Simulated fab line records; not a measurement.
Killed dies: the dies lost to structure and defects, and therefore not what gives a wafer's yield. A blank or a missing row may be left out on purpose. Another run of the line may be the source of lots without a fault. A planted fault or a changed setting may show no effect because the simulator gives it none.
Struck lot and sound lot, side by side ; flow n5_finfet ; 13 steps out of a route of 1938
Sound: wafers L287.1, L287.2, L287.6. Struck: wafer L283.5; the same lot's L283.6 was not struck, so it is left out; see the end for the cause.
For every step that has rows: the tool of each side, followed by ch and its chambers, followed by its first start. Under that, the readings that differ: sound wafers ; struck wafers ; difference of the means ; sigmas: that difference in standard deviations of wafers without a fault.
alike: readings whose means differ by less than 2 such deviations, and words and numbers that are the same on both sides. not compared: withheld readings, readings that some wafer has no value for, bounds like >300 that may hide the same value, and numbers for which the record gives no deviation and whose values overlap.
The two part at a step that has a row with sigmas, a row that says differs or no value, or rows on one side only. Non-overlapping numbers with no deviation appear without sigmas and do not part them. A reading missing from all wafers of one side parts the sides only when that side holds two or more wafers.

first, 2 steps without rows for these wafers: N5_BEOL_M11_PRECLEAN_42 (cleans in residue remover, time 60 s); N5_BEOL_M11_SRD_43 (time 30 s).
N5_BEOL_M11_CD_MEAS_35 targets a cd of 70 nm.
  struck on cd_sem-02, day 13 17:52; sound on cd_sem-03, day 14 18:55
reading;sound;struck;difference;sigmas
cd_nm (nm);69.5 69.2 70.2;70.7;+1.1;+2
then, 1 step without rows for these wafers: N5_BEOL_M11_CURE_72 (cures SiCOH lowk, time 120 s).
N5_BEOL_M11_DEGAS_44: time 60 s.
  struck on pvd_sputter-01, day 13 18:34; sound on pvd_sputter-02, day 14 19:44
  alike: heater_power_w
N5_BEOL_M11_PRE_CLEAN_45: time 30 s.
  struck on pvd_sputter-01, day 13 18:37; sound on pvd_sputter-02, day 14 19:47
  alike: heater_power_w
N5_BEOL_M11_ALD_74: deposits TaN, target thk 2 nm, pulse time 2 s, purge time 3 s.
  sound on ald_metal-01 ch 0,1,2, day 14 19:50; struck on ald_metal-01 ch 2, day 13 18:47
  alike: heater_power_w, mfc_carrier_sccm
  not compared: since_wet_clean_h
then, 2 steps without rows for these wafers: N5_BEOL_M11_SURFACE_TREAT_76; N5_BEOL_M11_CVD_75 (deposits Co from CCTBA/H2, target thk 2 nm, time 138.9 s).
N5_BEOL_M11_SPUTTER_48: material Cu, target thk 12 nm, time 2 s.
  struck on pvd_sputter-01, day 13 19:18; sound on pvd_sputter-01, day 14 20:23
  alike: throttle_valve_pct
then, 1 step without rows for these wafers: N5_BEOL_M11_ECD_50 (material Cu, target thk 318 nm).
N5_BEOL_M11_ANNEAL_51: time 90 s.
  sound on rtp_anneal-02 ch 0, day 14 20:51; struck on rtp_anneal-01 ch 0, day 13 19:40
  alike: wafer_temp_C_max
N5_BEOL_M11_CMP_52: polishes, stops on SiCOH lowk, t overpolish 7 s, target thk 140 nm.
  sound on cmp-04 ch 0,1,3, day 14 21:14; struck on cmp-03 ch 0, day 13 19:56
reading;sound;struck;difference;sigmas
barrier_field_endpoint_s (s);28.2 28.1 28.8;16.1;-12.3;-14
time_to_endpoint_s (s);67 63 67;36;-30;-8
  alike: edge_zone_pressure_frac, motor_current_A, overpolish_run_s, slurry_flow_ml_min
  not compared: pad_life_wafers

== WHERE THEY PART ==
At N5_BEOL_M11_CD_MEAS_35 first; at N5_BEOL_M11_CMP_52 last (within this record only).

WHY: what had been put in by the simulator
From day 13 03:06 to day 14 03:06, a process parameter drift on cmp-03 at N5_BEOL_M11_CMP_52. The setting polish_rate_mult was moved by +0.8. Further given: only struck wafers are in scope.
